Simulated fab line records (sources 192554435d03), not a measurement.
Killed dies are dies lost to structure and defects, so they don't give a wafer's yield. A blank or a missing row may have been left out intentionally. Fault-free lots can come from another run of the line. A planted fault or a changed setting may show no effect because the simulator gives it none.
Which tool was responsible? + flow n5_finfet + Sampling: 14 lots, 38 wafers, 4 of 1938 route steps

== WHAT THE GAUGES READ, wafer by wafer ==
Not one reading of a measure or inspect step in the record can be checked against a usual standard deviation.

== EACH LOT AND THE TOOL THAT RAN IT (in order: tool; ch and the chambers of the sampled wafers; start) ==
| lot  | N5_BEOL_M2_ANNEAL_95         | N5_BEOL_M2_ANNEAL_51             | N5_BEOL_M3_HM_DEP_02         | N5_BEOL_M3_EXPOSE_08              |
|------|------------------------------|----------------------------------|------------------------------|-----------------------------------|
| L914 | pvd_sputter-01, day 10 03:20 | rtp_anneal-01 ch 0, day 10 03:43 | pvd_sputter-02, day 10 05:35 | euv_scanner-01, day 10 05:59      |
| L916 | pvd_sputter-02, day 10 07:28 | rtp_anneal-02 ch 0, day 10 07:48 | pvd_sputter-03, day 10 10:29 | euv_scanner-02, day 10 10:52      |
| L920 | pvd_sputter-02, day 11 03:13 | rtp_anneal-02 ch 0, day 11 03:38 | pvd_sputter-02, day 11 05:37 | euv_scanner-01 ch 0, day 11 05:53 |
| L921 | pvd_sputter-03, day 11 16:01 | rtp_anneal-01 ch 0, day 11 16:26 | pvd_sputter-01, day 11 18:04 | euv_scanner-02 ch 0, day 11 18:28 |
| L922 | pvd_sputter-01, day 12 04:19 | rtp_anneal-02 ch 0, day 12 04:39 | pvd_sputter-02, day 12 06:03 | euv_scanner-01 ch 0, day 12 06:31 |
| L924 | pvd_sputter-01, day 12 11:11 | rtp_anneal-02 ch 0, day 12 11:32 | pvd_sputter-02, day 12 13:19 | euv_scanner-02 ch 0, day 12 13:42 |
| L925 | pvd_sputter-01, day 12 21:41 | rtp_anneal-02 ch 0, day 12 22:04 | pvd_sputter-03, day 13 03:40 | euv_scanner-02 ch 0, day 13 03:56 |
| L926 | pvd_sputter-03, day 13 09:46 | rtp_anneal-01 ch 0, day 13 10:24 | pvd_sputter-01, day 13 13:03 | euv_scanner-02 ch 0, day 13 13:20 |
| L927 | pvd_sputter-03, day 13 12:46 | rtp_anneal-02 ch 0, day 13 13:11 | pvd_sputter-03, day 13 14:14 | euv_scanner-02 ch 0, day 13 14:31 |
| L928 | pvd_sputter-02, day 13 12:51 | rtp_anneal-01 ch 0, day 13 13:17 | pvd_sputter-02, day 13 16:03 | euv_scanner-01 ch 0, day 13 16:27 |
| L929 | pvd_sputter-01, day 14 00:04 | rtp_anneal-02 ch 0, day 14 00:24 | pvd_sputter-03, day 14 03:55 | euv_scanner-02 ch 0, day 14 04:18 |
| L930 | pvd_sputter-02, day 14 06:23 | rtp_anneal-01 ch 0, day 14 06:43 | pvd_sputter-02, day 14 09:45 | euv_scanner-02 ch 0, day 14 10:01 |
| L931 | pvd_sputter-02, day 14 17:44 | rtp_anneal-01 ch 0, day 14 18:04 | pvd_sputter-02, day 14 20:17 | euv_scanner-01 ch 0, day 14 20:41 |
| L932 | pvd_sputter-01, day 14 18:22 | rtp_anneal-02 ch 0, day 14 18:44 | pvd_sputter-02, day 14 20:55 | euv_scanner-01 ch 0, day 14 21:11 |
- N5_BEOL_M2_ANNEAL_95: time 240 s.
- N5_BEOL_M2_ANNEAL_51: time 90 s.
- N5_BEOL_M3_HM_DEP_02: deposits TiN, target thk 20 nm.
- N5_BEOL_M3_EXPOSE_08: exposes mask M3.

== WHAT THE TOOLS THEMSELVES READ (means of the sampled wafers that have a number; where no wafer has one, the mark that the record gives instead) ==
N5_BEOL_M2_ANNEAL_95. Usual: heater_power_w 815 W, standard deviation 120.
| lot  | tool           | heater_power_w (W) | flag |
|------|----------------|--------------------|------|
| L914 | pvd_sputter-01 | 805                |      |
| L916 | pvd_sputter-02 | 829                |      |
| L920 | pvd_sputter-02 | 694                |      |
| L921 | pvd_sputter-03 | 776                |      |
| L922 | pvd_sputter-01 | 856                |      |
| L924 | pvd_sputter-01 | 745                |      |
| L925 | pvd_sputter-01 | 997                |      |
| L926 | pvd_sputter-03 | 817                |      |
| L927 | pvd_sputter-03 | 909                |      |
| L928 | pvd_sputter-02 | 674                |      |
| L929 | pvd_sputter-01 | 826                |      |
| L930 | pvd_sputter-02 | 703                |      |
| L931 | pvd_sputter-02 | 806                |      |
| L932 | pvd_sputter-01 | 721                |      |

N5_BEOL_M2_ANNEAL_51. Usual: anneal_temp_c 225.01 C, standard deviation 0.18; anneal_temp_c_max 226.0, standard deviation 0.36; wafer_temp_C_max 225.85, standard deviation 0.24.
| lot  | tool          | anneal_temp_c (C) | anneal_temp_c_max | wafer_temp_C_max | flag |
|------|---------------|-------------------|-------------------|------------------|------|
| L914 | rtp_anneal-01 | 224.93            | 226.2             | 225.85           |      |
| L916 | rtp_anneal-02 | 224.88            | 225.6             | 225.55           |      |
| L920 | rtp_anneal-02 | 224.79            | 225.6             | 225.80           |      |
| L921 | rtp_anneal-01 | 225.05            | 226.2             | 226.09           |      |
| L922 | rtp_anneal-02 | 224.71            | 225.4             | 226.13           |      |
| L924 | rtp_anneal-02 | 225.15            | 225.9             | 226.10           |      |
| L925 | rtp_anneal-02 | 224.97            | 225.7             | 225.89           |      |
| L926 | rtp_anneal-01 | 224.88            | 226.1             | 225.88           |      |
| L927 | rtp_anneal-02 | 224.89            | 225.6             | 225.94           |      |
| L928 | rtp_anneal-01 | 224.78            | 226.0             | 226.07           |      |
| L929 | rtp_anneal-02 | 225.07            | 225.9             | 225.67           |      |
| L930 | rtp_anneal-01 | 225.10            | 226.5             | 225.75           |      |
| L931 | rtp_anneal-01 | 225.04            | 226.4             | 225.97           |      |
| L932 | rtp_anneal-02 | 225.01            | 225.7             | 225.66           |      |

N5_BEOL_M3_HM_DEP_02. Usual: substrate_temp_c 24.99 C, standard deviation 0.095; throttle_valve_pct 30.1 %, standard deviation 1.1.
| lot  | tool           | substrate_temp_c (C) | throttle_valve_pct (%) | flag |
|------|----------------|----------------------|------------------------|------|
| L914 | pvd_sputter-02 | 25.01                | 30.0                   |      |
| L916 | pvd_sputter-03 | 25.05                | 29.1                   |      |
| L920 | pvd_sputter-02 | 24.87                | 29.9                   |      |
| L921 | pvd_sputter-01 | 24.94                | 31.2                   |      |
| L922 | pvd_sputter-02 | 24.98                | 29.9                   |      |
| L924 | pvd_sputter-02 | 25.04                | 29.9                   |      |
| L925 | pvd_sputter-03 | 24.95                | 30.9                   |      |
| L926 | pvd_sputter-01 | 24.96                | 30.9                   |      |
| L927 | pvd_sputter-03 | 24.94                | 29.1                   |      |
| L928 | pvd_sputter-02 | 25.05                | 29.9                   |      |
| L929 | pvd_sputter-03 | 25.14                | 30.1                   |      |
| L930 | pvd_sputter-02 | 24.98                | 29.4                   |      |
| L931 | pvd_sputter-02 | 25.03                | 30.0                   |      |
| L932 | pvd_sputter-02 | 24.87                | 30.5                   |      |

N5_BEOL_M3_EXPOSE_08. Usual: exposure_dose_mJ_cm2 32.99, standard deviation 0.034.
| lot  | tool           | exposure_dose_mJ_cm2 | flag |
|------|----------------|----------------------|------|
| L914 | euv_scanner-01 | -                    | OFF  |
| L916 | euv_scanner-02 | -                    | OFF  |
| L920 | euv_scanner-01 | 32.98                |      |
| L921 | euv_scanner-02 | 32.97                |      |
| L922 | euv_scanner-01 | 33.02                |      |
| L924 | euv_scanner-02 | 33.05                |      |
| L925 | euv_scanner-02 | 33.02                |      |
| L926 | euv_scanner-02 | 32.98                |      |
| L927 | euv_scanner-02 | 33.01                |      |
| L928 | euv_scanner-01 | 33.00                |      |
| L929 | euv_scanner-02 | 33.02                |      |
| L930 | euv_scanner-02 | 32.98                |      |
| L931 | euv_scanner-01 | 32.94                |      |
| L932 | euv_scanner-01 | 32.98                |      |

== THE ANSWER, worked out from the rows above alone ==
Rule: lot off if the mean of its wafers having a number is beyond 3 standard deviations from the usual mean. Also off: a lot with no number at a reading for which 4 or more lots have one. The other lots that the step has rows for count as sound. First the gauges in route order, then the tools' own readings, where a lot's mean is used as printed above. The first step at which some lot is off is used, and at that step the reading that is off furthest; a lot without a number counts as furthest.
Off, at N5_BEOL_M3_EXPOSE_08 on exposure_dose_mJ_cm2: L914, L916. Without a number there: L914, L916.
A tool fits if, at that step or a process step before it, it ran every lot that is off, and no sound lot after the first of them. None of those tried fits.

== WHAT HAD BEEN PUT IN BY THE SIMULATOR ==
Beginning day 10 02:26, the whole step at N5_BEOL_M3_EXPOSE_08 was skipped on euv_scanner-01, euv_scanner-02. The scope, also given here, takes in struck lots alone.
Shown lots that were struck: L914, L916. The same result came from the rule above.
